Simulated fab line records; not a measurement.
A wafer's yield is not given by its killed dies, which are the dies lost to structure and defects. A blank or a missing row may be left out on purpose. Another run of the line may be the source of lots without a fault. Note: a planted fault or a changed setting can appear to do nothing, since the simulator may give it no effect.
Matching of chambers / flow nand harc / NHARC_A_STAIRCASE_DESCUM_11 on rie diel-03 has 4 sister chambers
The step chemistry O2, time 3 s. 18 wafers are shown with their chamber, then 9 later ones without.

EACH WAFER AND ITS CHAMBER
wafer=L074.1; chamber=0; showerhead plenum p Torr (Torr)=1.80; drypump motor current A (A)=6.0; oes product au (a.u.)=1.002
wafer=L074.2; chamber=1; showerhead plenum p Torr (Torr)=1.83; drypump motor current A (A)=5.7; oes product au (a.u.)=0.997
wafer=L074.5; chamber=1; showerhead plenum p Torr (Torr)=1.83; drypump motor current A (A)=5.7; oes product au (a.u.)=1.004
wafer=L078.1; chamber=2; showerhead plenum p Torr (Torr)=2.00; drypump motor current A (A)=5.4; oes product au (a.u.)=0.995
wafer=L078.2; chamber=0; showerhead plenum p Torr (Torr)=1.80; drypump motor current A (A)=5.9; oes product au (a.u.)=0.994
wafer=L078.6; chamber=0; showerhead plenum p Torr (Torr)=1.80; drypump motor current A (A)=5.9; oes product au (a.u.)=0.998
wafer=L083.1; chamber=0; showerhead plenum p Torr (Torr)=1.80; drypump motor current A (A)=5.9; oes product au (a.u.)=0.998
wafer=L083.2; chamber=1; showerhead plenum p Torr (Torr)=1.82; drypump motor current A (A)=5.7; oes product au (a.u.)=0.999
wafer=L083.4; chamber=3; showerhead plenum p Torr (Torr)=1.99; drypump motor current A (A)=5.9; oes product au (a.u.)=1.024
wafer=L086.1; chamber=3; showerhead plenum p Torr (Torr)=1.99; drypump motor current A (A)=5.9; oes product au (a.u.)=1.001
wafer=L086.2; chamber=0; showerhead plenum p Torr (Torr)=1.80; drypump motor current A (A)=6.0; oes product au (a.u.)=1.019
wafer=L086.5; chamber=0; showerhead plenum p Torr (Torr)=1.80; drypump motor current A (A)=5.9; oes product au (a.u.)=1.021
wafer=L087.2; chamber=2; showerhead plenum p Torr (Torr)=1.99; drypump motor current A (A)=5.4; oes product au (a.u.)=1.005
wafer=L087.5; chamber=3; showerhead plenum p Torr (Torr)=1.99; drypump motor current A (A)=5.9; oes product au (a.u.)=1.009
wafer=L087.6; chamber=2; showerhead plenum p Torr (Torr)=1.99; drypump motor current A (A)=5.4; oes product au (a.u.)=0.998
wafer=L089.2; chamber=1; showerhead plenum p Torr (Torr)=1.82; drypump motor current A (A)=5.7; oes product au (a.u.)=0.995
wafer=L089.4; chamber=0; showerhead plenum p Torr (Torr)=1.79; drypump motor current A (A)=5.9; oes product au (a.u.)=1.020
wafer=L089.5; chamber=0; showerhead plenum p Torr (Torr)=1.79; drypump motor current A (A)=5.9; oes product au (a.u.)=1.011

SIGNATURES, as means of the wafers listed above
reading=showerhead plenum p Torr; chamber 0=1.7975; chamber 1=1.8250; chamber 2=1.9933; chamber 3=1.9900; scatter within a chamber=0.00476
reading=drypump motor current A; chamber 0=5.925; chamber 1=5.700; chamber 2=5.400; chamber 3=5.900; scatter within a chamber=0.0327
reading=oes product au; chamber 0=1.00787; chamber 1=0.99875; chamber 2=0.99933; chamber 3=1.01133; scatter within a chamber=0.00943
Rule: a wafer's distance from a chamber is the root of the sum, over the readings, of the square of ((its reading less the chamber's mean) divided by the reading's scatter). The wafer belongs to the nearest chamber; if the next one is less than 2 further off, it can't be placed. How the scatter is found: for the shown wafers, subtract from each reading the mean of its chamber, square and add these, divide the total by (wafers less chambers), then take the root.

WAFERS WHOSE CHAMBER IS MISSING
wafer=L092.1; showerhead plenum p Torr (Torr)=1.98; drypump motor current A (A)=5.9; oes product au (a.u.)=1.004
wafer=L092.4; showerhead plenum p Torr (Torr)=1.79; drypump motor current A (A)=5.9; oes product au (a.u.)=0.998
wafer=L092.6; showerhead plenum p Torr (Torr)=1.79; drypump motor current A (A)=5.9; oes product au (a.u.)=1.008
wafer=L091.1; showerhead plenum p Torr (Torr)=1.99; drypump motor current A (A)=5.4; oes product au (a.u.)=1.002
wafer=L091.2; showerhead plenum p Torr (Torr)=1.81; drypump motor current A (A)=5.7; oes product au (a.u.)=0.994
wafer=L091.3; showerhead plenum p Torr (Torr)=1.98; drypump motor current A (A)=5.9; oes product au (a.u.)=1.004
wafer=L094.1; showerhead plenum p Torr (Torr)=1.81; drypump motor current A (A)=5.7; oes product au (a.u.)=1.005
wafer=L094.3; showerhead plenum p Torr (Torr)=1.98; drypump motor current A (A)=5.9; oes product au (a.u.)=0.994
wafer=L094.6; showerhead plenum p Torr (Torr)=1.79; drypump motor current A (A)=6.0; oes product au (a.u.)=1.013

THE CHAMBER EACH PASSED THROUGH
wafer=L092.1; from the rows above=3; in truth=3
wafer=L092.4; from the rows above=0; in truth=0
wafer=L092.6; from the rows above=0; in truth=0
wafer=L091.1; from the rows above=2; in truth=2
wafer=L091.2; from the rows above=1; in truth=1
wafer=L091.3; from the rows above=3; in truth=3
wafer=L094.1; from the rows above=1; in truth=1
wafer=L094.3; from the rows above=3; in truth=3
wafer=L094.6; from the rows above=0; in truth=0
Placed correctly: 9 of 9. Can't be placed from these rows: 0. Wrongly placed: 0.
